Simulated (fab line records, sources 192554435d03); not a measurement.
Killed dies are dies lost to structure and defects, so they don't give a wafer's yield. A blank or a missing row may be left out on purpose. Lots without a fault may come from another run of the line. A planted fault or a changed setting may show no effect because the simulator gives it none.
Which tool did it? | flow n5_finfet | 8 lots, 24 wafers sampled, at 7 steps of a route of 1938

WHAT THE GAUGES READ, wafer by wafer
N5_SD_EPI_N_EPI_MEAS_23.
lot  | measured    | on            | thk_nm (nm)
L698 | day 3 17:14 | film_metro-02 | 61.7 60.0 58.8
L700 | day 4 04:41 | film_metro-02 | 58.9 59.5 58.7
L703 | day 4 22:07 | film_metro-01 | 61.6 59.9 60.3
L705 | day 5 11:41 | film_metro-01 | 58.6 59.6 58.4
L713 | day 7 13:10 | film_metro-01 | 57.8 60.7 59.8
L717 | day 8 11:23 | film_metro-01 | 54.4 53.4 53.3
L718 | day 8 18:07 | film_metro-01 | 56.3 54.0 54.1
L719 | day 8 20:58 | film_metro-02 | 59.4 57.2 56.3

N5_SD_ACTIVATION_RS_MEAS_03: measures by four-point-probe.
lot  | measured    | on            | RS_SD_N (ohm/sq)  | RS_SD_P (ohm/sq)
L698 | day 3 22:29 | film_metro-02 | 21.65 21.81 21.60 | 56.9 56.2 56.6
L700 | day 4 10:20 | film_metro-01 | 22.31 22.00 22.15 | 55.5 55.3 56.1
L703 | day 5 03:35 | film_metro-02 | 21.77 21.43 21.71 | 55.7 56.0 55.1
L705 | day 5 16:58 | film_metro-01 | 21.80 21.64 21.57 | 54.4 55.9 55.4
L713 | day 7 19:20 | film_metro-01 | 21.96 21.95 21.74 | 55.2 55.2 54.0
L717 | day 8 16:41 | film_metro-02 | 23.44 23.42 23.39 | 55.6 56.4 55.6
L718 | day 8 23:18 | film_metro-01 | 23.64 23.44 23.79 | 54.8 55.3 55.0
L719 | day 9 02:11 | film_metro-01 | 21.56 21.70 21.82 | 55.6 55.4 55.5

N5_BEOL_M4_RC_MEAS_101.
lot  | measured     | on        | DIBL_N (mV/V)  | DIBL_P (mV/V)  | IOFF_N (nA/um)    | IOFF_P (nA/um) | ION_N (uA/um) | ION_P (uA/um) | RS_SD_N (ohm/sq) | SS_N (mV/dec)  | SS_P (mV/dec)  | VT_N (mV)         | VT_P (mV)
L698 | day 8 05:44  | prober-01 | 37.3 38.7 36.8 | 38.3 39.4 37.6 | 0.181 0.208 0.167 | 0.23 0.24 0.21 | 680 684 674   | 469 464 459   | 28.1 27.8 27.6   | 72.1 72.1 72.4 | 73.3 73.8 73.3 | 247.3 244.2 247.0 | -250 -249 -251
L700 | day 8 21:00  | prober-02 | 37.3 35.2 36.6 | 39.6 37.1 38.4 | 0.204 0.160 0.183 | 0.26 0.22 0.24 | 698 669 676   | 473 459 461   | 28.5 28.6 28.7   | 72.3 71.4 71.8 | 73.9 73.7 73.5 | 245.0 249.5 247.5 | -250 -248 -250
L703 | day 9 03:59  | prober-02 | 34.6 35.2 36.4 | 33.9 35.1 36.3 | 0.136 0.148 0.181 | 0.20 0.22 0.25 | 661 678 688   | 466 468 482   | 28.0 28.2 28.2   | 70.7 71.2 71.6 | 73.5 73.2 73.9 | 250.5 251.3 246.8 | -249 -247 -246
L705 | day 10 06:21 | prober-02 | 39.1 37.1 38.8 | 38.8 35.5 38.1 | 0.219 0.158 0.207 | 0.26 0.21 0.25 | 698 676 698   | 476 466 471   | 28.2 28.2 27.9   | 72.2 71.5 71.7 | 73.5 73.5 73.9 | 243.5 249.8 244.3 | -246 -249 -246
L713 | day 11 17:59 | prober-01 | 35.7 35.9 36.2 | 34.8 35.4 35.9 | 0.138 0.143 0.145 | 0.19 0.21 0.21 | 668 668 669   | 461 461 466   | 28.1 28.3 28.0   | 70.4 71.3 71.4 | 73.1 72.7 72.7 | 249.6 248.5 249.6 | -249 -250 -248
L717 | day 13 12:59 | prober-02 | 37.5 36.1 36.3 | 36.8 34.9 34.9 | 0.152 0.127 0.134 | 0.20 0.18 0.18 | 671 665 678   | 464 462 464   | 30.3 31.1 30.6   | 71.8 71.3 71.2 | 72.6 72.5 72.6 | 252.3 253.6 254.3 | -254 -254 -255
L718 | day 14 02:38 | prober-02 | 37.4 36.5 36.4 | 37.7 36.1 36.2 | 0.179 0.154 0.154 | 0.23 0.20 0.20 | 664 654 666   | 464 455 460   | 30.4 30.6 30.7   | 71.8 71.3 71.6 | 74.1 73.4 73.5 | 248.1 252.4 250.6 | -249 -253 -253
L719 | day 14 02:44 | prober-01 | 35.8 35.0 35.1 | 35.8 34.4 34.8 | 0.156 0.141 0.140 | 0.19 0.17 0.17 | 678 674 681   | 464 452 464   | 28.0 27.9 28.3   | 71.4 72.0 71.5 | 73.8 73.3 72.8 | 248.1 251.6 248.5 | -253 -255 -254

WHICH TOOL RAN EACH LOT (tool, then ch and the chambers of the sampled wafers, then the start)
lot  | N5_SPACER0_ALD_08                | N5_SD_EPI_N_DESCUM_14             | N5_SD_EPI_N_STRIP_38                | N5_SD_EPI_N_EPI_21
L698 | ald_sin-04 ch 1,2,3, day 3 12:52 | rie_diel-03 ch 1,2,3, day 3 13:37 | plasma_asher-01 ch 0,1, day 3 14:38 | epi_rpcvd-03 ch 0, day 3 15:31
L700 | ald_sin-04 ch 0,1, day 4 00:10   | rie_diel-02 ch 0,1,3, day 4 01:17 | plasma_asher-01 ch 0,1, day 4 02:04 | epi_rpcvd-04 ch 0, day 4 02:58
L703 | ald_sin-04 ch 1,2,3, day 4 17:35 | rie_diel-01 ch 0,1,3, day 4 18:41 | plasma_asher-02 ch 0,1, day 4 19:29 | epi_rpcvd-03 ch 0, day 4 20:41
L705 | ald_sin-02 ch 0,1, day 5 07:29   | rie_diel-03 ch 0,2,3, day 5 08:17 | plasma_asher-02 ch 0,1, day 5 09:05 | epi_rpcvd-03 ch 0, day 5 10:31
L713 | ald_sin-03 ch 0,1,3, day 7 09:08 | rie_diel-03 ch 0,1,3, day 7 09:47 | plasma_asher-02 ch 0, day 7 10:34   | epi_rpcvd-04 ch 0, day 7 11:28
L717 | ald_sin-02 ch 0,1,2, day 8 07:21 | rie_diel-01 ch 0,3, day 8 08:00   | plasma_asher-02 ch 0,1, day 8 08:47 | epi_rpcvd-04 ch 0, day 8 09:57
L718 | ald_sin-02 ch 0,2,3, day 8 14:02 | rie_diel-02 ch 1,2,3, day 8 14:43 | plasma_asher-02 ch 0,1, day 8 15:30 | epi_rpcvd-04 ch 0, day 8 16:24
L719 | ald_sin-02 ch 0,1,3, day 8 16:56 | rie_diel-03 ch 2,3, day 8 17:35   | plasma_asher-01 ch 0,1, day 8 18:22 | epi_rpcvd-03 ch 0, day 8 19:15
- N5_SPACER0_ALD_08: deposits SiNx, target thk 2 nm.
- N5_SD_EPI_N_DESCUM_14: chemistry O2, time 7.9 s.
- N5_SD_EPI_N_STRIP_38: strips in N2/H2.
- N5_SD_EPI_N_EPI_21: deposits Si:P, time 690 s.

WHAT THE TOOLS THEMSELVES READ (means of the sampled wafers that have a number; where no wafer has one, the mark that the record gives instead)
N5_SPACER0_ALD_08.
lot  | tool       | heater_power_w (W)
L698 | ald_sin-04 | 785
L700 | ald_sin-04 | 788
L703 | ald_sin-04 | 792
L705 | ald_sin-02 | 850
L713 | ald_sin-03 | 865
L717 | ald_sin-02 | 879
L718 | ald_sin-02 | 856
L719 | ald_sin-02 | 844

N5_SD_EPI_N_DESCUM_14.
lot  | tool        | drypump_motor_current_A (A) | oes_product_au (a.u.) | rf_vpp_V (V) | showerhead_plenum_p_Torr (Torr) | temp_c (C) | throttle_valve_pct (%)
L698 | rie_diel-03 | 6.2                         | 0.75                  | 243.1        | 2.09                            | 40.05      | 20.46
L700 | rie_diel-02 | 5.4                         | 0.80                  | 242.9        | 2.08                            | 40.03      | 20.16
L703 | rie_diel-01 | 6.1                         | 0.87                  | 244.6        | 2.14                            | 39.83      | 20.11
L705 | rie_diel-03 | 6.3                         | 0.72                  | 242.7        | 2.05                            | 40.13      | 20.43
L713 | rie_diel-03 | 6.1                         | 0.70                  | 242.7        | 2.10                            | 40.02      | 20.48
L717 | rie_diel-01 | 6.2                         | 0.94                  | 243.9        | 2.17                            | 40.02      | 19.90
L718 | rie_diel-02 | 5.4                         | 0.80                  | 243.2        | 2.08                            | 40.00      | 20.44
L719 | rie_diel-03 | 6.3                         | 0.70                  | 241.9        | 2.04                            | 39.97      | 20.65

N5_SD_EPI_N_STRIP_38.
lot  | tool            | drypump_motor_current_A (A) | heater_power_w (W) | oes_product_au (a.u.) | temp_c (C)
L698 | plasma_asher-01 | 5.99                        | 364                | 0.765                 | 249.94
L700 | plasma_asher-01 | 5.99                        | 342                | 0.755                 | 250.02
L703 | plasma_asher-02 | 5.84                        | 326                | 0.760                 | 250.09
L705 | plasma_asher-02 | 5.81                        | 329                | 0.763                 | 250.00
L713 | plasma_asher-02 | 5.63                        | 348                | 0.761                 | 250.26
L717 | plasma_asher-02 | 5.81                        | 331                | 0.761                 | 250.15
L718 | plasma_asher-02 | 5.81                        | 336                | 0.758                 | 249.69
L719 | plasma_asher-01 | 5.98                        | 342                | 0.761                 | 249.95

N5_SD_EPI_N_EPI_21.
lot  | tool         | susceptor_temp_C (C) | susceptor_temp_C_max
L698 | epi_rpcvd-03 | 680.3                | 681.5
L700 | epi_rpcvd-04 | 679.8                | 681.3
L703 | epi_rpcvd-03 | 679.6                | 681.0
L705 | epi_rpcvd-03 | 679.9                | 681.2
L713 | epi_rpcvd-04 | 680.1                | 681.5
L717 | epi_rpcvd-04 | 674.1                | 675.4
L718 | epi_rpcvd-04 | 674.7                | 676.0
L719 | epi_rpcvd-03 | 680.5                | 681.6

THE ANSWER, worked out from the rows above alone
Rule: what is usual is taken from the lots themselves. Put in order of their means at a reading, lots are off if they are a third of the lots or fewer, leave a main group of 4 or more, and stand apart from it by a gap of 3 or more times the standard deviation of the main group's means; of several such gaps the widest counts. A main group whose means are all the same, to the digits that the tables above print for the reading, isn't used. A lot without any number at a reading at which 4 lots or more have one is off too. The other lots that the step has rows for count as sound. The gauges are gone through in route order, then the tools' own readings, and for those a lot's mean is taken as printed above. The first step at which some lot is off is used, and at that step the reading that is off furthest; a lot without a number counts as furthest.
Off: L717, L718, at N5_SD_ACTIVATION_RS_MEAS_03 (RS_SD_N). The main group: mean 21.79 ohm/sq, standard deviation 0.18.
A tool fits if, at a process step before that reading, it ran every lot that is off, and no sound lot after the first of them. The gauges at N5_SD_ACTIVATION_RS_MEAS_03 aren't tried: what is off there is off at N5_BEOL_M4_RC_MEAS_101 too, on other tools, and a gauge's error can't cause that. Can't be told from this: 2 tools fit, plasma_asher-02 at N5_SD_EPI_N_STRIP_38, epi_rpcvd-04 at N5_SD_EPI_N_EPI_21.

WHAT THE SIMULATOR HAD PUT IN
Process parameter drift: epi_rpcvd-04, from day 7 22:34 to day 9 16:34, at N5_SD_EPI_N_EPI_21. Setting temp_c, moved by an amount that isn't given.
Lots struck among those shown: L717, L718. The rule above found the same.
